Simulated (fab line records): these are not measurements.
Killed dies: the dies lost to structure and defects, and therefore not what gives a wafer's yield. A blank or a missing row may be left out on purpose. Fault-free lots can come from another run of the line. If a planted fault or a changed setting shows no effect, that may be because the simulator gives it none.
Which tool did it?    flow nand-harc    21 lots, 63 wafers sampled, at 2 steps of a route of 1159

WHAT EACH GAUGE READ, for each wafer
NHARC_A_CONTACT_OVL_MEAS_70. Usual: overlay-x-nm -0.3 nm, standard deviation 0.85; overlay-y-nm -0.1 nm, standard deviation 0.84.
lot   measured      on          overlay-x-nm (nm)  overlay-y-nm (nm)  flag
L074  day 17 11:19  overlay-01  1.2 1.5 1.6        -1.5 -1.0 -0.4     
L075  day 17 17:02  overlay-02  0.2 0.1 -0.1       1.1 0.9 1.3        
L076  day 17 18:22  overlay-02  -0.5 -1.2 -1.1     0.4 -0.2 0.2       
L077  day 18 19:59  overlay-01  -0.1 -0.8 -0.3     0.1 -0.4 0.4       
L080  day 19 04:36  overlay-02  -0.2 0.4 -0.2      -0.3 0.6 0.7       
L081  day 19 07:47  overlay-01  0.4 0.5 0.2        0.0 -0.8 -0.7      
L083  day 19 12:08  overlay-02  -1.4 -1.5 -1.2     1.0 0.5 0.8        
L082  day 19 13:03  overlay-02  0.5 0.6 0.7        -1.5 -0.6 -0.8     
L084  day 20 17:26  overlay-02  0.0 -0.3 -0.3      0.2 0.4 0.4        
L085  day 21 00:16  overlay-02  -1.2 -1.2 -1.2     -0.1 0.6 0.0       
L088  day 21 01:52  overlay-01  0.4 0.8 0.4        -0.2 -0.1 0.0      
L091  day 21 09:07  overlay-02  0.5 0.5 1.0        -1.2 -1.7 -1.8     
L087  day 21 16:56  overlay-02  -0.8 -1.2 -0.4     -1.4 -1.5 -1.1     
L089  day 22 00:44  overlay-01  -0.3 -0.2 0.2      -1.3 -0.3 -0.4     
L092  day 22 06:02  overlay-02  -0.3 0.4 -0.1      0.3 -0.4 -0.8      
L090  day 22 10:49  overlay-01  -0.8 -1.1 -1.0     -0.4 -0.6 -0.3     
L093  day 22 13:58  overlay-02  0.0 -0.1 0.2       0.3 0.7 0.7        
L094  day 22 13:46  overlay-01  -1.0 -1.1 -0.4     -0.6 -0.7 -1.2     
L086  day 22 16:06  overlay-01  0.0 -0.2 -0.1      1.0 1.6 1.7        
L096  day 23 03:38  overlay-02  -0.6 0.4 0.0       -0.7 -0.4 -0.8     
L097  day 23 05:31  overlay-01  0.8 0.2 0.4        1.0 0.6 0.2        

TOOL THAT RAN EACH LOT (tool first, then ch and the chambers of the sampled wafers, then the start)
lot   NHARC_A_CONTACT_ETCH_102
L074  rie-diel-13 ch 1,3, day 17 06:05
L075  rie-diel-11 ch 1,3, day 17 12:45
L076  rie-diel-11 ch 0,3, day 17 13:35
L077  rie-diel-13 ch 2,3, day 18 15:24
L080  rie-diel-11 ch 2,3, day 19 00:47
L081  rie-diel-08 ch 1,2,3, day 19 04:44
L083  rie-diel-11 ch 1,2,3, day 19 06:57
L082  rie-diel-08 ch 0,2,3, day 19 07:44
L084  rie-diel-13 ch 0,2,3, day 20 14:13
L085  rie-diel-08 ch 1,3, day 20 19:10
L088  rie-diel-13 ch 0,1,3, day 20 19:36
L091  rie-diel-11 ch 0,2,3, day 21 00:54
L087  rie-diel-11 ch 0,3, day 21 13:37
L089  rie-diel-13 ch 0,2,3, day 21 19:14
L092  rie-diel-13 ch 1,2, day 22 00:19
L090  rie-diel-13 ch 0,1,2, day 22 05:25
L093  rie-diel-08 ch 0,1,3, day 22 10:35
L094  rie-diel-11 ch 0,2,3, day 22 10:41
L086  rie-diel-08 ch 2,3, day 22 12:52
L096  rie-diel-13 ch 0,1,3, day 22 22:34
L097  rie-diel-13 ch 1,2, day 23 01:21
- NHARC_A_CONTACT_ETCH_102: etches the open film in CF4/O2, target depth 70 nm, overetch 7 nm, time 38.5 s.

AS READ BY THE TOOLS THEMSELVES (means over the sampled wafers that have a number; for cases with no such wafer, the mark the record gives instead)
NHARC_A_CONTACT_ETCH_102. Usual: chamber-pressure-mTorr 30.001 mTorr, standard deviation 0.027; drypump-motor-current-A 5.6 A, standard deviation 0.51; oes-product-au 0.999 a.u., standard deviation 0.0092; rf-vpp-V 197.8 V, standard deviation 1.6; showerhead-plenum-p-Torr 1.33 Torr, standard deviation 0.068; throttle-valve-pct 13.397 %, standard deviation 0.009.
lot   tool         chamber-pressure-mTorr (mTorr)  drypump-motor-current-A (A)  oes-product-au (a.u.)  rf-vpp-V (V)  showerhead-plenum-p-Torr (Torr)  throttle-valve-pct (%)  flag
L074  rie-diel-13  29.993                          5.7                          0.988                  198.5         1.38                             13.386                  
L075  rie-diel-11  30.005                          5.4                          0.999                  196.4         1.27                             13.396                  
L076  rie-diel-11  30.010                          5.5                          1.000                  195.8         1.25                             13.395                  
L077  rie-diel-13  30.022                          6.0                          1.000                  196.2         1.28                             13.395                  
L080  rie-diel-11  30.003                          5.2                          0.995                  197.2         1.28                             13.396                  
L081  rie-diel-08  30.017                          5.1                          0.999                  197.9         1.34                             13.396                  
L083  rie-diel-11  30.020                          5.7                          0.994                  196.9         1.29                             13.393                  
L082  rie-diel-08  30.003                          5.2                          0.997                  198.3         1.37                             13.402                  
L084  rie-diel-13  30.001                          5.6                          1.006                  198.9         1.36                             13.397                  
L085  rie-diel-08  29.999                          5.2                          0.991                  196.9         1.30                             13.395                  
L088  rie-diel-13  30.009                          5.6                          0.999                  198.1         1.33                             13.395                  
L091  rie-diel-11  29.960                          5.6                          0.991                  196.7         1.27                             13.393                  
L087  rie-diel-11  30.011                          5.5                          0.993                  196.5         1.24                             13.398                  
L089  rie-diel-13  29.993                          5.6                          1.005                  198.1         1.36                             13.394                  
L092  rie-diel-13  30.019                          6.1                          1.010                  199.4         1.38                             13.401                  
L090  rie-diel-13  29.999                          5.8                          1.013                  197.4         1.35                             13.393                  
L093  rie-diel-08  30.023                          5.4                          1.004                  198.3         1.35                             13.401                  
L094  rie-diel-11  29.993                          5.6                          0.992                  197.0         1.26                             13.400                  
L086  rie-diel-08  29.985                          4.9                          0.996                  197.9         1.35                             13.392                  
L096  rie-diel-13  30.029                          5.6                          1.004                  197.9         1.33                             13.401                  
L097  rie-diel-13  30.007                          6.2                          1.009                  199.0         1.41                             13.398                  

THE ANSWER, worked out from the rows above alone
Rule: take the mean of a lot's wafers that have a number; if it is more than 3 standard deviations from the usual mean, the lot is off. A lot without any number at a reading at which 4 lots or more have one is off too. Any other lot the step has rows for is counted as sound. Order of review: gauges by route order, followed by the tools' own readings, for which a lot's mean as printed above is used. The first step at which some lot is off is used, and at that step the reading that is off furthest; a lot without a number counts as furthest.
None of the lots is off at any reading shown; this tells nothing.

WHAT THE SIMULATOR HAD INSERTED
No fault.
